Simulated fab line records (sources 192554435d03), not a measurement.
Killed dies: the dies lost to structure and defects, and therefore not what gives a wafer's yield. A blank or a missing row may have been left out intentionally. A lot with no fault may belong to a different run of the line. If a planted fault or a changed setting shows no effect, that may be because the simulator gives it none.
8D (eight disciplines) problem report, filled in by code || flow n5_finfet || the parts of the form that need people (team, actions taken, sign-off) are left out

1. PROBLEM STATEMENT
killed_at_contacts at N5_PASSIVATION_PROBE_49 reads a mean of 134 on 6 wafers of 2 lots; wafers without a fault read 13 with a standard deviation of 5.7. That is +21 standard deviations from the usual mean.
First seen on wafer L568.2, day 14 04:05, on prober-01. At this step, 6 wafers from 2 lots have a number in the record. Rule for "out" (also "out of limits"): further than 4 standard deviations from the usual mean. The other wafers with a number count as sound.

2. WHAT IT IS; WHAT IT IS NOT
{"question": "which readings at this step", "is": "killed_at_contacts", "is not": "killed_at_M0_to_M3, killed_at_M4_up, killed_at_front_end, killed_at_other, killed_short, sort_bin_6_memory"}
{"question": "which lots", "is": "L568, L569", "is not": "-"}
{"question": "which wafers of those lots", "is": "all that have a number", "is not": "-"}
{"question": "read on which tools", "is": "prober-01", "is not": "-"}
{"question": "when", "is": "from day 14 04:05", "is not": "up to then (0 sound wafers)"}

3. WHAT RULES OUT EACH SUSPECT
Counting: a tool at any process step up to the reading remains a suspect when it ran all the lots that are out and ran no sound lot after the first of those.
- ald_metal-03 at N5_MOL_CONTACT_COAG_ALD_20 (deposits TiN, target thk 1.5 nm, pulse time 1 s, purge time 3 s): kept. It ran every lot that is out, first L568 (day 6 18:33), and no sound lot after that.
- prober-01 at N5_PASSIVATION_PROBE_49: kept. It ran every lot that is out, first L568 (day 14 04:05), and no sound lot after that. Its own readings are out on those wafers: killed_at_contacts.
What counting leaves: ald_metal-03 at N5_MOL_CONTACT_COAG_ALD_20 and prober-01 at N5_PASSIVATION_PROBE_49.

4. THE CAUSE (what the simulator had put in)
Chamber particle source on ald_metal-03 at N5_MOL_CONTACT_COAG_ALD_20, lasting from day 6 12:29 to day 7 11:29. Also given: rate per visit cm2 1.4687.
After counting, 2 suspects remain, this tool included.

5. THE EFFECT CHAIN, in route order
Each row: a reading whose mean over the struck wafers that have a number lies more than 3 standard deviations from the usual. Scope: only readings with a usual standard deviation given in the record; hours: median across lots of the time from each lot's start at the first step in this table that gives one to its start at this step; sigmas: change in usual standard deviations.
{"hours": 0, "step": "N5_PASSIVATION_PROBE_49", "reading": "defect_limited_yield", "usual": "91.3 %", "on struck wafers": 82.3, "change": -9.0, "sigmas": -6.0}
{"hours": 0, "step": "N5_PASSIVATION_PROBE_49", "reading": "killed_at_contacts", "usual": 13, "on struck wafers": 134, "change": "+121", "sigmas": "+21"}
{"hours": 0, "step": "N5_PASSIVATION_PROBE_49", "reading": "killed_dies", "usual": 103, "on struck wafers": 208, "change": "+106", "sigmas": "+6.2"}
{"hours": 0, "step": "N5_PASSIVATION_PROBE_49", "reading": "sort_bin_5_function", "usual": "5.0 %", "on struck wafers": 11.2, "change": "+6.2", "sigmas": "+6.3"}
{"hours": 0, "step": "N5_PASSIVATION_PROBE_49", "reading": "sort_n_pass", "usual": 1077, "on struck wafers": 972, "change": -106, "sigmas": -6.2}
{"hours": 0, "step": "N5_PASSIVATION_PROBE_49", "reading": "sort_yield_pct", "usual": "91.3 %", "on struck wafers": 82.3, "change": -9.0, "sigmas": -6.0}
Process steps it contains:
- N5_PASSIVATION_PROBE_49

6. WHAT WOULD HAVE CAUGHT IT SOONER
The fault began at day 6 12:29; the first out-of-limits reading in this record came at day 14 04:05, 184 hours later.
No tool reading at N5_MOL_CONTACT_COAG_ALD_20 that has a usual standard deviation in the record was out on any struck wafer, so an alarm limit of 4 standard deviations on those readings would not have fired.
By day 14 04:05, every lot that is out (2) had started N5_MOL_CONTACT_COAG_ALD_20 on ald_metal-03. Had the tool been put on hold then, not one of them would have been saved.
